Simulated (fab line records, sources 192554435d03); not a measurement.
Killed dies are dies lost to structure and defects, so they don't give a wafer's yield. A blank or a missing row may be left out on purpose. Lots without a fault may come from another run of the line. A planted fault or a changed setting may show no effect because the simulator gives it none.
Which tool did it? | flow n5_finfet | 10 lots, 30 wafers sampled, at 6 steps of a route of 1938

WHAT THE GAUGES READ, wafer by wafer
N5_BEOL_M13_RS_MEAS_54: measures by four-point-probe.
lot  | measured     | on            | M13_RS (ohm/sq)
L075 | day 12 00:30 | film_metro-02 | 0.0456 0.0441 0.0451
L079 | day 12 22:59 | film_metro-02 | 0.0439 0.0450 0.0440
L082 | day 13 15:38 | film_metro-01 | 0.0463 0.0451 0.0457
L083 | day 14 00:15 | film_metro-01 | 0.0453 0.0440 0.0457
L085 | day 15 01:38 | film_metro-01 | 0.0434 0.0468 0.0443
L088 | day 15 09:11 | film_metro-01 | 0.0456 0.0445 0.0463
L090 | day 16 06:36 | film_metro-02 | 0.0456 0.0457 0.0460
L092 | day 17 01:58 | film_metro-02 | 0.0441 0.0456 0.0454
L093 | day 17 10:49 | film_metro-02 | 0.0455 0.0459 0.0455
L097 | day 17 17:43 | film_metro-02 | 0.0440 0.0447 0.0440

WHICH TOOL RAN EACH LOT (tool, then ch and the chambers of the sampled wafers, then the start)
lot  | N5_BEOL_M12_ETCH_67                | N5_BEOL_M12_STRIP_37                 | N5_BEOL_M13_ETCH_59                | N5_BEOL_M13_VIA_ETCH_16            | N5_BEOL_M13_TRENCH_ETCH_34
L075 | rie_diel-06 ch 0,2,3, day 11 14:21 | plasma_asher-01 ch 0,1, day 11 14:56 | rie_diel-03 ch 0,1,3, day 11 18:36 | rie_diel-03 ch 0,1,3, day 11 18:39 | rie_diel-03 ch 1,2,3, day 11 20:17
L079 | rie_diel-05 ch 1,2, day 12 10:22   | plasma_asher-01 ch 0,1, day 12 13:05 | rie_diel-03 ch 0,2,3, day 12 17:59 | rie_diel-03 ch 0,2,3, day 12 18:03 | rie_diel-03 ch 1,3, day 12 19:35
L082 | rie_diel-04 ch 0,1,3, day 13 02:53 | plasma_asher-01 ch 0,1, day 13 03:25 | rie_diel-02 ch 0,1,3, day 13 09:49 | rie_diel-02 ch 0,1,3, day 13 09:52 | rie_diel-01 ch 1,2,3, day 13 11:09
L083 | rie_diel-06 ch 1,2,3, day 13 14:55 | plasma_asher-02 ch 0,1, day 13 15:23 | rie_diel-02 ch 1,2,3, day 13 19:03 | rie_diel-02 ch 1,2,3, day 13 19:06 | rie_diel-03 ch 0,1,3, day 13 20:26
L085 | rie_diel-05 ch 1,2,3, day 14 12:45 | plasma_asher-01 ch 0,1, day 14 13:16 | rie_diel-02 ch 0,1,2, day 14 21:34 | rie_diel-02 ch 0,1,2, day 14 21:37 | rie_diel-02 ch 0,2,3, day 14 23:06
L088 | rie_diel-05 ch 1,2,3, day 15 01:21 | plasma_asher-02 ch 0,1, day 15 01:52 | rie_diel-02 ch 0,2,3, day 15 05:50 | rie_diel-02 ch 0,2,3, day 15 05:54 | rie_diel-03 ch 0,1,2, day 15 07:17
L090 | rie_diel-04 ch 0,1,3, day 15 19:46 | plasma_asher-02 ch 0,1, day 15 20:17 | rie_diel-02 ch 1,2, day 16 02:04   | rie_diel-02 ch 1,2, day 16 02:07   | rie_diel-02 ch 1,3, day 16 03:30
L092 | rie_diel-05 ch 1,2,3, day 16 14:34 | plasma_asher-02 ch 0,1, day 16 15:05 | rie_diel-02 ch 0,1,2, day 16 17:35 | rie_diel-02 ch 0,1,2, day 16 17:38 | rie_diel-01 ch 0,1,2, day 16 20:13
L093 | rie_diel-05 ch 0,1,3, day 16 21:25 | plasma_asher-02 ch 0,1, day 16 21:56 | rie_diel-03 ch 2,3, day 17 05:53   | rie_diel-03 ch 2,3, day 17 05:56   | rie_diel-01 ch 1,2, day 17 07:12
L097 | rie_diel-04 ch 0,1,2, day 17 08:11 | plasma_asher-01 ch 0,1, day 17 08:42 | rie_diel-02 ch 2,3, day 17 13:59   | rie_diel-02 ch 2,3, day 17 14:02   | rie_diel-03 ch 1,2, day 17 15:18
- N5_BEOL_M12_ETCH_67: etches SiARC in CF4, target depth 143 nm, time 238.3 s.
- N5_BEOL_M12_STRIP_37: strips in N2/H2.
- N5_BEOL_M13_ETCH_59: etches BARC in N2/H2, target depth 89 nm, overetch 26.7 nm, time 67.9 s.
- N5_BEOL_M13_VIA_ETCH_16: etches SiOC in C4F8/O2/Ar, target depth 921.7 nm.
- N5_BEOL_M13_TRENCH_ETCH_34: etches SiOC in C4F8/O2/Ar, target depth 413.47 nm, time 162.6 s.

THE ANSWER, worked out from the rows above alone
Rule: what is usual is taken from the lots themselves. Put in order of their means at a reading, lots are off if they are a third of the lots or fewer, leave a main group of 4 or more, and stand apart from it by a gap of 3 or more times the standard deviation of the main group's means; of several such gaps the widest counts. A main group whose means are all the same, to the digits that the tables above print for the reading, isn't used. A lot without any number at a reading at which 4 lots or more have one is off too. The other lots that the step has rows for count as sound.
No lot is off at any reading shown: from this, nothing can be told.

WHAT THE SIMULATOR HAD PUT IN
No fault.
